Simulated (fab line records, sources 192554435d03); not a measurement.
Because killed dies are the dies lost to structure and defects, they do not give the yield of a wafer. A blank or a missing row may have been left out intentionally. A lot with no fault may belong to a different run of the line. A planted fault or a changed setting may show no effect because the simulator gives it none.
Matching of chambers | flow n5-finfet | rie-diel-06 running N5_SD_EPI_N_ETCH_16: 4 sister chambers
The step etches SiO2 in CHF3/O2, target depth 5 nm. 14 wafers are shown with their chamber, then 7 later ones without.

## WAFERS PAIRED WITH THEIR CHAMBERS
wafer  | chamber | drypump-motor-current-A (A) | oes-product-au (a.u.) | showerhead-plenum-p-Torr (Torr)
L074.1 | 1       | 5.2                         | 0.79                  | 2.44
L074.2 | 0       | 4.9                         | 0.96                  | 2.36
L074.3 | 2       | 6.6                         | 0.73                  | 2.49
L077.1 | 2       | 6.6                         | 0.72                  | 2.49
L077.3 | 1       | 5.1                         | 0.78                  | 2.43
L077.5 | 2       | 6.6                         | 0.72                  | 2.49
L079.1 | 2       | 6.6                         | 0.72                  | 2.49
L079.3 | 1       | 5.1                         | 0.77                  | 2.43
L079.5 | 2       | 6.6                         | 0.72                  | 2.49
L085.2 | 2       | 6.6                         | 0.72                  | 2.48
L085.3 | 3       | 5.8                         | 0.74                  | 2.40
L085.4 | 2       | 6.6                         | 0.71                  | 2.48
L088.2 | 3       | 5.8                         | 0.74                  | 2.40
L088.3 | 2       | 6.6                         | 0.71                  | 2.48

SIGNATURES, as means of the wafers listed above
reading                  | chamber 0 | chamber 1 | chamber 2 | chamber 3 | scatter within a chamber
drypump-motor-current-A  | 4.900     | 5.133     | 6.600     | 5.800     | 0.0258
oes-product-au           | 0.9600    | 0.7800    | 0.7188    | 0.7400    | 0.00698
showerhead-plenum-p-Torr | 2.3600    | 2.4333    | 2.4863    | 2.4000    | 0.00504
Rule: distance of a wafer from a chamber = root of the sum over the readings of ((wafer's reading minus chamber's mean) / reading's scatter) squared. The wafer belongs to the nearest chamber; if the next one is less than 2 further off, it can't be placed. How the scatter is found: for the shown wafers, subtract from each reading the mean of its chamber, square and add these, divide the total by (wafers less chambers), then take the root.

## WAFERS MISSING THEIR CHAMBER
wafer  | drypump-motor-current-A (A) | oes-product-au (a.u.) | showerhead-plenum-p-Torr (Torr)
L088.5 | 6.6                         | 0.71                  | 2.48
L089.1 | 5.8                         | 0.74                  | 2.40
L089.2 | 5.1                         | 0.76                  | 2.43
L089.3 | 6.6                         | 0.72                  | 2.48
L092.1 | 6.6                         | 0.70                  | 2.48
L092.2 | 4.9                         | 0.86                  | 2.34
L092.4 | 5.8                         | 0.74                  | 2.40

## WHICH CHAMBER EACH ONE RAN IN
wafer  | from the rows above | in truth
L088.5 | 2                   | 2
L089.1 | 3                   | 3
L089.2 | 1                   | 1
L089.3 | 2                   | 2
L092.1 | 2                   | 2
L092.2 | 0                   | 0
L092.4 | 3                   | 3
7 of 7 placed correctly. Left unplaced by these rows: 0. Number placed wrongly: 0.
